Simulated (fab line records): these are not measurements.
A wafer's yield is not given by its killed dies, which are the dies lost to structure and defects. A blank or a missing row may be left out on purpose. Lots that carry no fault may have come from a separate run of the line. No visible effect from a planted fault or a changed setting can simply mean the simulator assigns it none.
Chamber matching	flow nand-harc	4 sister chambers for NHARC_A_CHANNEL_FILL_D1_ALD_16 on ald-hk-02
The step deposits SiO2, target thk 1.5 nm, pulse time 10 s, ald cycles 15. 8 wafers are shown with their chamber, then 8 later ones without.

## WAFERS WITH THEIR CHAMBER
wafer	chamber	heater-power-w (W)	precursor-pulse-height-rel
L075.4	2	487	0.984
L080.1	3	473	1.006
L080.4	1	423	1.022
L085.3	3	461	1.009
L085.5	2	492	1.031
L089.5	1	437	1.004
L089.6	0	491	0.987
L094.2	0	522	1.033

## WAFERS MISSING THEIR CHAMBER
wafer	heater-power-w (W)	precursor-pulse-height-rel
L094.4	487	0.998
L094.6	479	0.981
L096.3	481	0.979
L096.4	493	1.024
L096.5	476	0.999
L095.1	506	1.024
L095.4	474	1.013
L095.6	507	0.973

## WHICH CHAMBER EACH WENT THROUGH
wafer	from the rows above	in truth
L094.4	can't be placed: 2 or 0 or 3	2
L094.6	can't be placed: 2 or 3 or 0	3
L096.3	can't be placed: 2 or 3 or 0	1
L096.4	can't be placed: 2 or 0 or 3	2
L096.5	can't be placed: 3 or 2 or 0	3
L095.1	can't be placed: 0 or 2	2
L095.4	can't be placed: 3 or 2 or 0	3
L095.6	can't be placed: 0 or 2 or 3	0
Correct placement for 0 of the 8. From these rows, 8 cannot be placed; in 7 the true chamber is one of the candidates. Placed wrongly: 0.
How it was worked out, from the rows above alone: a wafer's distance from a chamber is the root of the sum, over the readings, of the square of ((its reading less the chamber's mean) divided by the reading's scatter). The wafer belongs to the nearest chamber; if the next one is less than 2 further off, it can't be placed. Each chamber's mean is taken over the wafers shown for it. The scatter is the square root of a quotient: the sum, over the shown wafers, of each reading's squared deviation from its chamber's mean, divided by wafers minus chambers.
